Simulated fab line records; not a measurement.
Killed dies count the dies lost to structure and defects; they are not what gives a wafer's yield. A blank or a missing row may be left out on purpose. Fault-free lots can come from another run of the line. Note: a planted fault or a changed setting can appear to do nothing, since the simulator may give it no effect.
fab line records	flow nandHarc
record lots=14	wafers=42	lastDay=33
route steps=1302 shown A_M1@1200 A_BONDPAD@1204
lots that met no fault: from a run of the same line without faults
startH: hours from the record's opening day to when the first of the lot's shown wafers began	waitH: hours since the lot's step before	" as in the row above	L1.1+2: one row covering several wafers at once	- no value, or no start was given	* or withheld: withheld	< > ~ a bound
route shown NAME@n: a module of which the file shows steps, and the number in the route of the first	usual: average and standard deviation across the fault-free wafers	same: alike in all rows	chamber/n: place in a boat	sites: each site's reading	_std_site: the values' standard deviation	_edge_site: inner sites' mean taken away from outer sites' mean	radiusMm: for every site, how far away it sits from the centre of the wafer	mask NAME#n: copy n	behind: the tool/chamber that last shaped the wafer	hold: reason for holding the lot/hours on hold/outcome of the hold	device: the transistor (n, p or np) that didn't switch	end of line: the route-end tests of the same wafers	step lacking rows: just its recipe	killed: the dies lost at the first sort to structure and to defects; this is not the yield of the wafer	map: the dies of a wafer, with x for killed, . for not killed, _ for no die there
set.NAME: the setting as run; set.NAME@STEP: as run at that earlier step	model.NAME: the simulator's own value behind a step, which no gauge read
one table for each step of the route and one row for each wafer, over a sample of lots
services: when a tool's chamber went out of use (startH, in hours from the record's first day, below 0 if earlier), for how many hours, and the reason
## steps
# step NHARC_A_M1_PRE_CLEAN_32
# recipe timeS=12	tempC=370	rfPowerW=300	gas=NH3
# usual heaterPowerW=659/72
lot.wafer	tool	chamber	startH	waitH	heaterPowerW
L923.1	pecvd-04	2	535.90	0.1	752
L923.5	"	2	"	"	767
L923.4	"	0	"	"	725
L922.1	pecvd-04	1	540.12	0.1	683
L922.5	"	2	"	"	724
L922.6	"	1	"	"	700
L927.3	pecvd-01	0	591.08	0.1	579
L927.4	"	0	"	"	580
L927.5	"	1	"	"	745
L926.1	pecvd-04	2	594.10	0.1	716
L926.3	"	0	"	"	714
L926.6	"	0	"	"	737
L931.2	pecvd-01	1	625.02	0.1	694
L931.1	"	0	"	"	584
L931.6	"	1	"	"	712
L933.3	pecvd-04	0	656.92	0.1	737
L933.5	"	1	"	"	797
L933.6	"	2	"	"	631
L935.1	pecvd-01	2	674.54	0.1	682
L935.5	"	1	"	"	718
L935.6	"	2	"	"	709
L937.2	pecvd-04	1	676.96	0.1	767
L937.3	"	2	"	"	680
L937.5	"	2	"	"	657
L940.2	pecvd-01	2	698.52	0.1	667
L940.1	"	0	"	"	527
L940.5	"	0	"	"	519
L942.3	pecvd-01	0	715.69	0.1	559
L942.4	"	1	"	"	730
L942.6	"	2	"	"	575
L941.2	pecvd-03	1	719.96	0.1	593
L941.5	"	0	"	"	648
L941.4	"	2	"	"	616
L943.3	pecvd-03	2	750.12	0.1	629
L943.6	"	0	"	"	651
L943.5	"	1	"	"	616
L944.2	pecvd-04	2	753.16	0.1	720
L944.1	"	0	"	"	704
L944.5	"	0	"	"	707
L945.4	pecvd-03	0	761.88	0.1	641
L945.3	"	2	"	"	633
L945.5	"	2	"	"	644
# step NHARC_A_BONDPAD_THK_MEAS_30
# recipe thkMeasGauge=ellipsometry
# usual thkNm=200.2/2.1
lot.wafer	tool	chamber	startH	waitH	thkNm
L923.1	filmMetro-02	-	537.18	0.2	202.7
L923.4	"	-	"	"	205.4
L923.5	"	-	"	"	203.4
L922.1	filmMetro-01	-	541.38	0.2	197.9
L922.5	"	-	"	"	202.2
L922.6	"	-	"	"	200.8
L927.3	filmMetro-02	-	592.52	0.2	198.7
L927.4	"	-	"	"	201.8
L927.5	"	-	"	"	203.6
L926.1	filmMetro-02	-	595.39	0.2	202.1
L926.3	"	-	"	"	202.6
L926.6	"	-	"	"	198.1
L931.1	filmMetro-02	-	626.31	0.2	200.1
L931.2	"	-	"	"	197.7
L931.6	"	-	"	"	201.6
L933.3	filmMetro-01	-	658.20	0.2	200.7
L933.5	"	-	"	"	198.3
L933.6	"	-	"	"	197.9
L935.1	filmMetro-01	-	675.82	0.2	196.8
L935.5	"	-	"	"	196.9
L935.6	"	-	"	"	199.7
L937.2	filmMetro-02	-	678.25	0.2	201.4
L937.3	"	-	"	"	201.3
L937.5	"	-	"	"	202.6
L940.1	filmMetro-02	-	699.94	0.2	201.0
L940.2	"	-	"	"	198.1
L940.5	"	-	"	"	197.2
L942.3	filmMetro-02	-	717.22	0.2	198.4
L942.4	"	-	"	"	202.3
L942.6	"	-	"	"	200.7
L941.2	filmMetro-02	-	721.24	0.2	201.6
L941.4	"	-	"	"	201.4
L941.5	"	-	"	"	200.7
L943.3	filmMetro-02	-	753.32	0.2	201.2
L943.5	"	-	"	"	197.0
L943.6	"	-	"	"	202.4
L944.1	filmMetro-02	-	754.63	0.1	200.3
L944.2	"	-	"	"	201.0
L944.5	"	-	"	"	201.3
L945.3	filmMetro-02	-	763.43	0.2	202.5
L945.4	"	-	"	"	198.4
L945.5	"	-	"	"	202.3
# step NHARC_A_BONDPAD_PEB_07
# recipe pebTempC=128	pebTimeS=80
# usual chillPlateTempC=22.98/0.11	exhaustPa=45.0/0.97	heaterPowerTotalW=189.7/0.79
lot.wafer	tool	chamber	startH	waitH	chillPlateTempC	exhaustPa	heaterPowerTotalW
L923.1	lithoTrack-07	0	537.66	0.1	23.10	44.9	190.8
L923.4	"	0	"	"	22.90	44.9	189.6
L923.5	"	0	"	"	22.99	44.3	189.7
L922.1	lithoTrack-05	0	541.86	0.1	22.98	44.2	188.9
L922.5	"	0	"	"	23.07	45.5	190.3
L922.6	"	0	"	"	22.99	44.0	190.9
L927.3	lithoTrack-07	0	592.88	0.1	23.01	43.8	190.1
L927.4	"	0	"	"	23.11	45.9	190.7
L927.5	"	0	"	"	23.08	44.3	188.6
L926.1	lithoTrack-03	0	595.74	0.1	22.85	45.7	188.9
L926.3	"	0	"	"	22.81	45.7	190.3
L926.6	"	0	"	"	22.92	45.0	190.7
L931.1	lithoTrack-05	0	626.78	0.1	22.93	44.7	189.9
L931.2	"	0	"	"	22.86	43.3	190.7
L931.6	"	0	"	"	23.20	43.2	189.4
L933.3	lithoTrack-07	0	658.68	0.1	23.14	44.8	190.2
L933.5	"	0	"	"	23.04	44.2	189.9
L933.6	"	0	"	"	23.15	44.9	189.6
L935.1	lithoTrack-07	-	676.18	0.1	-	-	-
L935.5	"	-	"	"	-	-	-
L935.6	"	-	"	"	-	-	-
L937.2	lithoTrack-07	-	678.73	0.1	-	-	-
L937.3	"	-	"	"	-	-	-
L937.5	"	-	"	"	-	-	-
L940.1	lithoTrack-07	0	700.30	0.1	23.08	44.1	190.7
L940.2	"	0	"	"	23.15	45.0	188.6
L940.5	"	0	"	"	23.18	45.4	189.7
L942.3	lithoTrack-07	0	717.58	0.1	22.97	46.4	189.2
L942.4	"	0	"	"	23.06	45.7	190.9
L942.6	"	0	"	"	23.07	44.8	189.6
L941.2	lithoTrack-07	0	721.60	0.1	22.94	44.9	190.5
L941.4	"	0	"	"	22.98	45.1	189.3
L941.5	"	0	"	"	22.94	44.6	188.6
L943.3	lithoTrack-07	0	753.80	0.1	22.73	45.1	188.6
L943.5	"	0	"	"	22.92	44.0	190.7
L943.6	"	0	"	"	22.92	45.1	189.4
L944.1	lithoTrack-07	0	755.01	0.1	23.11	44.8	190.5
L944.2	"	0	"	"	22.91	45.2	189.7
L944.5	"	0	"	"	22.94	45.8	189.4
L945.3	lithoTrack-03	0	763.91	0.1	23.08	45.9	188.8
L945.4	"	0	"	"	23.00	45.5	190.5
L945.5	"	0	"	"	23.00	46.7	189.7
# step NHARC_A_BONDPAD_OVL_MEAS_35
# usual overlayXNm=2/3.3	overlayYNm=1/5.7
lot.wafer	tool	chamber	startH	waitH	overlayXNm	overlayYNm
L923.1	overlay-02	-	537.84	-	-3	0
L923.4	"	-	"	"	-3	1
L923.5	"	-	"	"	-3	1
L922.1	overlay-01	-	542.03	-	5	4
L922.5	"	-	"	"	6	4
L922.6	"	-	"	"	5	4
L927.3	overlay-02	-	593.05	-	-1	2
L927.4	"	-	"	"	-1	2
L927.5	"	-	"	"	-1	2
L926.1	overlay-01	-	595.92	-	1	5
L926.3	"	-	"	"	1	4
L926.6	"	-	"	"	0	4
L931.1	overlay-02	-	626.96	-	2	-3
L931.2	"	-	"	"	2	-3
L931.6	"	-	"	"	2	-2
L933.3	overlay-02	-	658.85	-	5	1
L933.5	"	-	"	"	5	1
L933.6	"	-	"	"	5	1
L935.1	overlay-02	-	676.35	-	-	-
L935.5	"	-	"	"	-	-
L935.6	"	-	"	"	-	-
L937.2	overlay-02	-	678.90	-	-	-
L937.3	"	-	"	"	-	-
L937.5	"	-	"	"	-	-
L940.1	overlay-01	-	700.47	-	2	-10
L940.2	"	-	"	"	2	-10
L940.5	"	-	"	"	3	-10
L942.3	overlay-02	-	717.75	-	0	1
L942.4	"	-	"	"	0	0
L942.6	"	-	"	"	0	0
L941.2	overlay-02	-	721.77	-	-4	4
L941.4	"	-	"	"	-4	3
L941.5	"	-	"	"	-4	4
L943.3	overlay-02	-	753.97	-	4	-6
L943.5	"	-	"	"	3	-6
L943.6	"	-	"	"	4	-7
L944.1	overlay-02	-	755.19	-	-2	7
L944.2	"	-	"	"	-2	7
L944.5	"	-	"	"	-2	7
L945.3	overlay-02	-	764.08	-	3	3
L945.4	"	-	"	"	3	3
L945.5	"	-	"	"	2	3
## services
tool	chamber	startH	hours	kind
pecvd-01	0	513.14	-	clean
pecvd-01	1	513.14	-	clean
pecvd-01	2	513.14	-	clean
pecvd-03	-	547.24	13.0	pm
lithoTrack-07	-	601.00	7.0	pm
lithoTrack-03	-	625.00	7.0	pm
pecvd-04	1	626.18	16.6	repair
pecvd-04	-	631.65	13.0	pm
pecvd-04	0	631.65	13.0	ventCycle
pecvd-04	2	631.65	13.0	ventCycle
pecvd-04	0	644.65	-	clean
pecvd-04	1	644.65	-	clean
pecvd-04	2	644.65	-	clean
lithoTrack-05	-	649.00	7.0	pm
pecvd-03	-	651.34	0.7	repair
pecvd-01	-	681.27	13.0	pm
pecvd-01	0	681.27	13.0	ventCycle
pecvd-01	1	681.27	13.0	ventCycle
pecvd-01	2	681.27	13.0	ventCycle
pecvd-01	0	694.27	-	clean
pecvd-04	0	722.01	3.7	repair
pecvd-03	-	728.24	13.0	pm
pecvd-04	1	749.36	6.0	repair
pecvd-03	1	756.05	10.2	repair
## key
firstSign step=NHARC_A_BONDPAD_PEB_07	reading=toolRecord	direction=missing
effect none on later readings
metAt NHARC_A_BONDPAD_PEB_07
struckLots L935,L937
laterRowsLeftOut L935.1,L935.5,L935.6,L937.2,L937.3,L937.5
sortLeftOut L935.1,L935.5,L935.6,L937.2,L937.3,L937.5
notActingAt NHARC_A_M1_PRE_CLEAN_32,NHARC_A_BONDPAD_THK_MEAS_30,NHARC_A_BONDPAD_OVL_MEAS_35
onsetBetween 658.68 676.18
fault kind=skippedStepWhole	tool=lithoTrack-07	chamber=-	onsetH=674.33	steps=NHARC_A_BONDPAD_PEB_07	scope=struckLotsOnly
# sortLeftOut: the simulated sort isn't trusted on such a fault, so these wafers' sort isn't shown, and their yield isn't known
# laterRowsLeftOut: the simulator's readings of these wafers behind a module that went badly wrong aren't trusted and aren't shown, but for the sort
